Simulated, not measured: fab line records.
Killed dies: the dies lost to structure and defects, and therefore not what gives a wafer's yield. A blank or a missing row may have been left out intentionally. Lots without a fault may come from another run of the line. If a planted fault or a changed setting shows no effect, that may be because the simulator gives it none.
Matching of chambers ; flow nandHarc ; NHARC_P_M0_PRE_CLEAN_31 on pecvd-03 has 3 sister chambers
The step time 12 s. 6 wafers are shown with their chamber, then 8 later ones without.

## WAFERS PAIRED WITH THEIR CHAMBERS
wafer;chamber;heaterPowerW (W);rfFwdPowerW (W)
L082.2;2;707;290.9
L082.3;1;656;292.0
L087.1;2;710;291.6
L087.4;1;644;290.3
L087.6;0;711;291.0
L095.1;0;705;292.7

## WAFERS WHOSE CHAMBER IS MISSING
wafer;heaterPowerW (W);rfFwdPowerW (W)
L095.2;665;292.3
L095.4;662;292.9
L097.2;658;291.0
L097.5;659;291.5
L097.6;683;291.5
L096.2;667;294.1
L096.4;651;292.5
L096.6;721;292.8

## WHICH CHAMBER EACH WENT THROUGH
wafer;from the rows above;in truth
L095.2;1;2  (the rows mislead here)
L095.4;1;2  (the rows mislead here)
L097.2;1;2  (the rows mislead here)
L097.5;1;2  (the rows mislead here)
L097.6;can't be placed: 0 or 2 or 1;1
L096.2;1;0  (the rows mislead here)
L096.4;1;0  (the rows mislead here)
L096.6;can't be placed: 0 or 2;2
Correct placement for 0 of the 8. Can't be placed from these rows: 2 (the true chamber is among the candidates in 2). Number placed wrongly: 6.
How it was worked out, from the rows above alone: a wafer's distance from a chamber is the root of the sum, over the readings, of the square of ((its reading less the chamber's mean) divided by the reading's scatter). The wafer belongs to the nearest chamber; if the next one is less than 2 further off, it can't be placed. For every chamber, the mean is computed from those of its wafers that are shown. The scatter: the root of (the sum of the squares of (reading less its chamber's mean) over the shown wafers, divided by (wafers less chambers)).
